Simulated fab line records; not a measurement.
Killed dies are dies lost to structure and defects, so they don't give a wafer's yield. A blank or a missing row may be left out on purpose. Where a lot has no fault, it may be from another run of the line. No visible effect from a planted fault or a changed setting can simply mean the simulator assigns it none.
Split-lot experiment | flow n5 finfet | route with 1938 steps; 7 lots, 21 wafers read

## THE SPLIT
At N5_BEOL_M5_TRENCH_ETCH_37 (etches SiCOH lowk in C4F6/O2, target depth 71.652 nm, time 24.7 s), the setting bias w was moved away from the recipe's 185 W on 8 of the 21 wafers read, by -11.5% to +16.0%. The other wafers ran this setting at the recipe's value.

The reading is taken at the split's own step.

## THE READING
rf vpp V, in V, at N5_BEOL_M5_TRENCH_ETCH_37 (etches SiCOH lowk in C4F6/O2, target depth 71.652 nm, time 24.7 s). On this fab line, fault-free wafers typically give 659 V with a standard deviation of 12 V.

wafer  | tool, chamber at the split | bias w as run, W | against the recipe | rf vpp V, V | against lot-mates on the recipe
L081.1 | rie diel-04, 1             | 172.7            | -6.6%              | 621         | -39
L081.2 | rie diel-04, 0             | 185              | recipe             | 660         | -
L081.3 | rie diel-04, 3             | 172.7            | -6.6%              | 625         | -35
L083.2 | rie diel-03, 2             | 168.6            | -8.9%              | 636         | -45
L083.3 | rie diel-03, 3             | 185              | recipe             | 681         | -
L083.6 | rie diel-03, 3             | 168.6            | -8.9%              | 633         | -48
L082.2 | rie diel-03, 3             | 185              | recipe             | 682         | -
L082.4 | rie diel-03, 0             | 185              | recipe             | 684         | -
L082.6 | rie diel-03, 2             | 185              | recipe             | 683         | -
L085.1 | rie diel-05, 0             | 214.6            | +16.0%             | 739         | +84
L085.2 | rie diel-05, 3             | 185              | recipe             | 659         | -
L085.5 | rie diel-05, 1             | 185              | recipe             | 650         | -
L087.3 | rie diel-05, 0             | 185              | recipe             | 657         | -
L087.4 | rie diel-05, 2             | 185              | recipe             | 641         | -
L087.5 | rie diel-05, 2             | 185              | recipe             | 643         | -
L091.1 | rie diel-05, 2             | 185              | recipe             | 642         | -
L091.2 | rie diel-05, 3             | 163.8            | -11.5%             | 599         | -42
L091.6 | rie diel-05, 2             | 185              | recipe             | 641         | -
L093.3 | rie diel-05, 2             | 163.8            | -11.5%             | 583         | -74
L093.4 | rie diel-05, 0             | 185              | recipe             | 657         | -
L093.5 | rie diel-05, 1             | 163.8            | -11.5%             | 590         | -67

FIT RESULTS
A straight line over all 21 wafers: rf vpp V changes by +5.13 V for each +1% of bias w; r = +0.90; the points scatter about the line by 16 V.
The same after taking each lot's own level away (the mean of its wafers on the recipe; 21 wafers): +5.32 V for each +1%; r = +0.98; scatter 6.3 V.
According to that fit, moving bias w by its largest amount changes the reading by 85 V.
The span of the lots' own levels, 641.5 to 683.0 V, comes to 3.5 times the standard deviation stated above.
Consequently the slope shifts little with the lot-to-lot level, the two slopes agreeing.
Check: for one of the wafers moved furthest among these (+16.0%), held out of the fit, the line's prediction against its lot-mates is +85.4 V. Against them it came out at +84.5 V.
Tool readings at the split's step, against how far the setting was moved: rf vpp V r = +0.90.

## THESE WAFERS: OTHER SPLITS
These wafers also went through other splits before the reading. Each is held against what the fit with the lots' levels taken away leaves over:
other split on the same wafers | wafers away from the commonest value | r with rf vpp V (lot level and that fit taken away)
N5_BEOL_M5_EXPOSE_25 dose mj   | 6                                    | +0.02

## THE WHOLE CHAIN: every reading that the file lists as answering this split, in the file's order
step                      | what it does                                                      | reading                                                                   | change (the file's fit)               | r (the file's)
N5_BEOL_M5_TRENCH_ETCH_37 | etches SiCOH lowk in C4F6/O2, target depth 71.652 nm, time 24.7 s | rf vpp V                                                                  | +5.14 V for each +1% of the setting   | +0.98
N5_BEOL_M5_TRENCH_ETCH_37 | etches SiCOH lowk in C4F6/O2, target depth 71.652 nm, time 24.7 s | etch.depth nm (the simulator's own value, which no gauge read)            | +0.278 nm for each +1% of the setting | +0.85
N5_BEOL_M5_TRENCH_ETCH_37 | etches SiCOH lowk in C4F6/O2, target depth 71.652 nm, time 24.7 s | BEOL_M5.feature depth nm (the simulator's own value, which no gauge read) | +0.281 nm for each +1% of the setting | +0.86

## FILE'S OWN FIT
rf vpp V changes by +5.14 V for each +1% of bias w, r = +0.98.
